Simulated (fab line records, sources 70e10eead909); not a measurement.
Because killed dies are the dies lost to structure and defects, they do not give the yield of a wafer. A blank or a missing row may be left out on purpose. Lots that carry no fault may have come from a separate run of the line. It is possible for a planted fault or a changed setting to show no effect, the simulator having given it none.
Chamber matching || flow nand_harc || NHARC_A_CHANNEL_FILL_D2_ALD_02 on ald_hk-02 has 4 sister chambers
The step deposits SiO2, target thk 6 nm, pulse time 10 s, ald cycles 60. 8 wafers are shown with their chamber, then 9 later ones without.

WAFERS WITH THEIR CHAMBER
{"wafer": "L077.6", "chamber": 0, "heater_power_w (W)": 546, "precursor_pulse_height_rel": 1.022}
{"wafer": "L081.6", "chamber": 2, "heater_power_w (W)": 485, "precursor_pulse_height_rel": 1.023}
{"wafer": "L082.3", "chamber": 2, "heater_power_w (W)": 485, "precursor_pulse_height_rel": 0.966}
{"wafer": "L083.4", "chamber": 1, "heater_power_w (W)": 425, "precursor_pulse_height_rel": 0.956}
{"wafer": "L083.6", "chamber": 3, "heater_power_w (W)": 458, "precursor_pulse_height_rel": 1.012}
{"wafer": "L085.1", "chamber": 3, "heater_power_w (W)": 450, "precursor_pulse_height_rel": 0.999}
{"wafer": "L085.5", "chamber": 0, "heater_power_w (W)": 564, "precursor_pulse_height_rel": 0.978}
{"wafer": "L085.6", "chamber": 1, "heater_power_w (W)": 431, "precursor_pulse_height_rel": 1.030}

WAFERS MISSING THEIR CHAMBER
{"wafer": "L087.1", "heater_power_w (W)": 449, "precursor_pulse_height_rel": 0.985}
{"wafer": "L087.4", "heater_power_w (W)": 565, "precursor_pulse_height_rel": 0.992}
{"wafer": "L087.6", "heater_power_w (W)": 493, "precursor_pulse_height_rel": 1.003}
{"wafer": "L088.1", "heater_power_w (W)": 564, "precursor_pulse_height_rel": 0.989}
{"wafer": "L088.2", "heater_power_w (W)": 416, "precursor_pulse_height_rel": 0.984}
{"wafer": "L088.4", "heater_power_w (W)": 446, "precursor_pulse_height_rel": 1.020}
{"wafer": "L094.1", "heater_power_w (W)": 451, "precursor_pulse_height_rel": 0.980}
{"wafer": "L094.4", "heater_power_w (W)": 507, "precursor_pulse_height_rel": 0.966}
{"wafer": "L094.5", "heater_power_w (W)": 427, "precursor_pulse_height_rel": 1.000}

EACH ONE'S CHAMBER
{"wafer": "L087.1", "from the rows above": 3, "in truth": 3}
{"wafer": "L087.4", "from the rows above": 0, "in truth": 0}
{"wafer": "L087.6", "from the rows above": 2, "in truth": 2}
{"wafer": "L088.1", "from the rows above": 0, "in truth": 0}
{"wafer": "L088.2", "from the rows above": 1, "in truth": 1}
{"wafer": "L088.4", "from the rows above": "can't be placed: 3 or 1", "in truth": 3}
{"wafer": "L094.1", "from the rows above": 3, "in truth": 3}
{"wafer": "L094.4", "from the rows above": 2, "in truth": 2}
{"wafer": "L094.5", "from the rows above": 1, "in truth": 1}
8 of 9 placed correctly. Can't be placed from these rows: 1 (the true chamber is among the candidates in 1). 0 placed wrongly.
How it was worked out, from the rows above alone: a wafer's distance from a chamber is the root of the sum, over the readings, of the square of ((its reading less the chamber's mean) divided by the reading's scatter). The wafer belongs to the nearest chamber; if the next one is less than 2 further off, it can't be placed. Each chamber's mean is taken over the wafers shown for it. How the scatter is found: for the shown wafers, subtract from each reading the mean of its chamber, square and add these, divide the total by (wafers less chambers), then take the root.
